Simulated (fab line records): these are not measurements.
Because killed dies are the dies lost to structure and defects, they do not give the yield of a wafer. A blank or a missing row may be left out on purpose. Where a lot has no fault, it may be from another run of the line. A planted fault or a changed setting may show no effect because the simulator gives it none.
fab line records	flow n5_finfet
record lots=12	wafers=36	last_day=17
route steps=1938 shown BEOL_M6@1250 BEOL_M7@1268
lots untouched by any fault: they come from a run of this same line in which no faults occurred
start_h: hours from the record's opening day to when the first of the lot's shown wafers began	wait_h: hours from the lot's prior step to this one	" repeats the value in the row above	L1.1+2: several wafers, shown together as one row	- either no value or no given start	* or withheld: withheld	< > ~ a bound
route shown NAME@n: names a module that has steps shown in the file, with the first one's number in the route	usual: mean/standard deviation of fault-free wafers	same: alike in all rows	chamber/n: place in a boat	sites: per-site readings	_std_site: standard deviation of those values	_edge_site: the outer-site mean with the inner-site mean subtracted	radius_mm: for every site, how far away it sits from the centre of the wafer	mask NAME#n: copy n	behind: tool/chamber where the wafer was last shaped	hold: reason for holding the lot/hours on hold/outcome of the hold	device: transistor that didn't switch, given as n, p or np	end of line: the route-end tests of the same wafers	a step given without rows: its recipe and nothing more	killed: dies lost to structure and defects at the first sort, not the wafer's yield	map: the dies of a wafer, with x for killed, . for not killed, _ for no die there
set.NAME: setting as actually run; set.NAME@STEP: the setting as run at that earlier step	model.NAME: the simulator's own value behind a step, which no gauge read
route steps across a sampled set of lots; one table per step, one row per wafer
services: from which hour (start_h, from the record's first day; less than 0 if before it) a tool's chamber was out of use, for how many hours, and why
## steps
# step N5_BEOL_M6_PRE_CLEAN_45
# recipe gas=H2/He	time_s=30	temp_c=250
# usual heater_power_w=347/42
lot.wafer	tool	chamber	start_h	wait_h	heater_power_w
L928.3	pvd_sputter-01	-	183.04	0.0	362
L928.4	"	-	"	"	372
L928.6	"	-	"	"	332
L931.1	pvd_sputter-03	-	193.75	0.0	319
L931.4	"	-	"	"	352
L931.5	"	-	"	"	351
L930.2	pvd_sputter-01	-	194.20	0.0	358
L930.5	"	-	"	"	332
L930.6	"	-	"	"	332
L932.2	pvd_sputter-02	-	205.28	0.0	345
L932.5	"	-	"	"	323
L932.6	"	-	"	"	344
L934.2	pvd_sputter-02	-	220.78	0.0	322
L934.3	"	-	"	"	283
L934.4	"	-	"	"	347
L937.1	pvd_sputter-01	-	229.46	0.0	365
L937.5	"	-	"	"	362
L937.6	"	-	"	"	366
L936.2	pvd_sputter-01	-	236.67	0.0	339
L936.3	"	-	"	"	331
L936.4	"	-	"	"	369
L940.2	pvd_sputter-02	-	258.87	0.0	278
L940.3	"	-	"	"	348
L940.6	"	-	"	"	350
L943.2	pvd_sputter-02	-	276.99	0.0	340
L943.5	"	-	"	"	324
L943.6	"	-	"	"	351
L945.2	pvd_sputter-02	-	281.27	0.0	350
L945.5	"	-	"	"	282
L945.6	"	-	"	"	328
L944.1	pvd_sputter-02	-	284.34	0.0	279
L944.5	"	-	"	"	333
L944.6	"	-	"	"	345
L950.2	pvd_sputter-02	-	312.45	0.0	327
L950.4	"	-	"	"	348
L950.6	"	-	"	"	340
# step N5_BEOL_M6_SURFACE_TREAT_79
# recipe gas=Ar	time_s=*	ion_energy_ev=*	ion_current_ma_cm2=0.5	pressure_mtorr=*	ar_flow_sccm=30
# usual throttle_valve_pct=*
lot.wafer	tool	chamber	start_h	wait_h	throttle_valve_pct
L928.3	pvd_sputter-01	-	183.56	0.3	*
L928.4	"	-	"	"	*
L928.6	"	-	"	"	*
L931.1	pvd_sputter-01	-	194.12	0.2	*
L931.4	"	-	"	"	*
L931.5	"	-	"	"	*
L930.2	pvd_sputter-01	-	194.62	0.2	*
L930.5	"	-	"	"	*
L930.6	"	-	"	"	*
L932.2	pvd_sputter-01	-	205.71	0.2	*
L932.5	"	-	"	"	*
L932.6	"	-	"	"	*
L934.2	pvd_sputter-01	-	221.38	0.4	*
L934.3	"	-	"	"	*
L934.4	"	-	"	"	*
L937.1	pvd_sputter-01	-	229.88	0.2	*
L937.5	"	-	"	"	*
L937.6	"	-	"	"	*
L936.2	pvd_sputter-02	-	237.03	0.2	*
L936.3	"	-	"	"	*
L936.4	"	-	"	"	*
L940.2	pvd_sputter-02	-	259.25	0.2	*
L940.3	"	-	"	"	*
L940.6	"	-	"	"	*
L943.2	pvd_sputter-01	-	277.33	0.2	*
L943.5	"	-	"	"	*
L943.6	"	-	"	"	*
L945.2	pvd_sputter-02	-	283.32	1.8	*
L945.5	"	-	"	"	*
L945.6	"	-	"	"	*
L944.1	pvd_sputter-03	-	284.73	0.2	*
L944.5	"	-	"	"	*
L944.6	"	-	"	"	*
L950.2	pvd_sputter-01	-	313.55	0.9	*
L950.4	"	-	"	"	*
L950.6	"	-	"	"	*
# step N5_BEOL_M6_ANNEAL_51
# recipe temp_c=225	time_s=90	ambient=N2
# usual wafer_temp_C_max=226.09/0.27
lot.wafer	tool	chamber	start_h	wait_h	wafer_temp_C_max
L928.3	rtp_anneal-02	0	186.16	0.1	226.67
L928.4	"	0	"	"	226.03
L928.6	"	0	"	"	225.78
L931.1	rtp_anneal-01	0	194.82	0.3	226.02
L931.4	"	0	"	"	226.00
L931.5	"	0	"	"	225.93
L930.2	rtp_anneal-02	0	195.54	0.5	226.45
L930.5	"	0	"	"	226.18
L930.6	"	0	"	"	225.98
L932.2	rtp_anneal-02	0	206.56	0.5	226.43
L932.5	"	0	"	"	226.16
L932.6	"	0	"	"	225.97
L934.2	rtp_anneal-01	0	223.36	1.6	225.84
L934.3	"	0	"	"	225.51
L934.4	"	0	"	"	225.99
L937.1	rtp_anneal-02	0	230.57	0.3	226.16
L937.5	"	0	"	"	226.59
L937.6	"	0	"	"	226.51
L936.2	rtp_anneal-01	0	238.27	0.7	225.56
L936.3	"	0	"	"	225.95
L936.4	"	0	"	"	226.61
L940.2	rtp_anneal-01	0	259.71	0.1	225.79
L940.3	"	0	"	"	226.20
L940.6	"	0	"	"	225.99
L943.2	rtp_anneal-02	0	278.03	0.3	226.08
L943.5	"	0	"	"	225.59
L943.6	"	0	"	"	226.07
L945.2	rtp_anneal-01	0	283.77	0.1	226.15
L945.5	"	0	"	"	225.87
L945.6	"	0	"	"	226.19
L944.1	rtp_anneal-01	0	285.21	0.1	226.06
L944.5	"	0	"	"	226.45
L944.6	"	0	"	"	226.27
L950.2	rtp_anneal-02	0	317.20	2.9	226.14
L950.4	"	0	"	"	225.83
L950.6	"	0	"	"	226.00
# step N5_BEOL_M7_COAT_59
# recipe resist=SOC	temp_c=250	time_s=60	spin_rpm=1500	resist_thk_nm=100
# usual spin_speed_rpm=1499.9/1
lot.wafer	tool	chamber	start_h	wait_h	spin_speed_rpm
L928.3	litho_track-03	0	188.11	0.1	1498.6
L928.4	"	0	"	"	1499.2
L928.6	"	0	"	"	1499.1
L931.1	litho_track-01	0	197.96	0.1	1500.2
L931.4	"	0	"	"	1500.9
L931.5	"	0	"	"	1500.7
L930.2	litho_track-05	0	198.32	0.1	1500.7
L930.5	"	0	"	"	1499.9
L930.6	"	0	"	"	1498.7
L932.2	litho_track-01	0	208.39	0.1	1497.1
L932.5	"	0	"	"	1500.3
L932.6	"	0	"	"	1499.1
L934.2	litho_track-05	0	225.08	0.1	1499.8
L934.3	"	0	"	"	1500.1
L934.4	"	0	"	"	1501.2
L937.1	litho_track-03	0	235.61	0.1	1501.2
L937.5	"	0	"	"	1500.1
L937.6	"	0	"	"	1501.6
L936.2	litho_track-01	0	241.02	0.1	1500.3
L936.3	"	0	"	"	1497.1
L936.4	"	0	"	"	1500.0
L940.2	litho_track-05	0	262.07	0.1	1500.9
L940.3	"	0	"	"	1500.6
L940.6	"	0	"	"	1500.5
L943.2	litho_track-03	0	280.48	0.1	1499.6
L943.5	"	0	"	"	1499.3
L943.6	"	0	"	"	1500.5
L945.2	litho_track-05	0	286.90	0.1	1668.7
L945.5	"	0	"	"	1668.6
L945.6	"	0	"	"	1668.9
L944.1	litho_track-05	0	287.78	0.1	1668.8
L944.5	"	0	"	"	1669.8
L944.6	"	0	"	"	1668.9
L950.2	litho_track-01	0	319.26	0.1	1500.6
L950.4	"	0	"	"	1498.1
L950.6	"	0	"	"	1499.8
## services
tool	chamber	start_h	hours	kind
litho_track-03	-	207.21	-	consumable_replace:filter
litho_track-01	-	252.08	-	consumable_replace:filter
rtp_anneal-01	-	299.58	73.2	pm
## key
first_sign step=N5_BEOL_M7_COAT_59	reading=spin_speed_rpm	direction=up	sigmas=99+	usual=*	struck=*
effect none on later readings
met_at N5_BEOL_M7_COAT_59
struck_lots L944,L945
not_acting_at N5_BEOL_M6_PRE_CLEAN_45,N5_BEOL_M6_SURFACE_TREAT_79,N5_BEOL_M6_ANNEAL_51
onset_between 262.07 286.90
fault kind=process_parameter_drift	tool=litho_track-05	chamber=-	onset_h=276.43	steps=N5_BEOL_M7_COAT_59	channel=spin_rpm	offset=*	shape=step	end_h=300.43	acts_in=*	stated=*
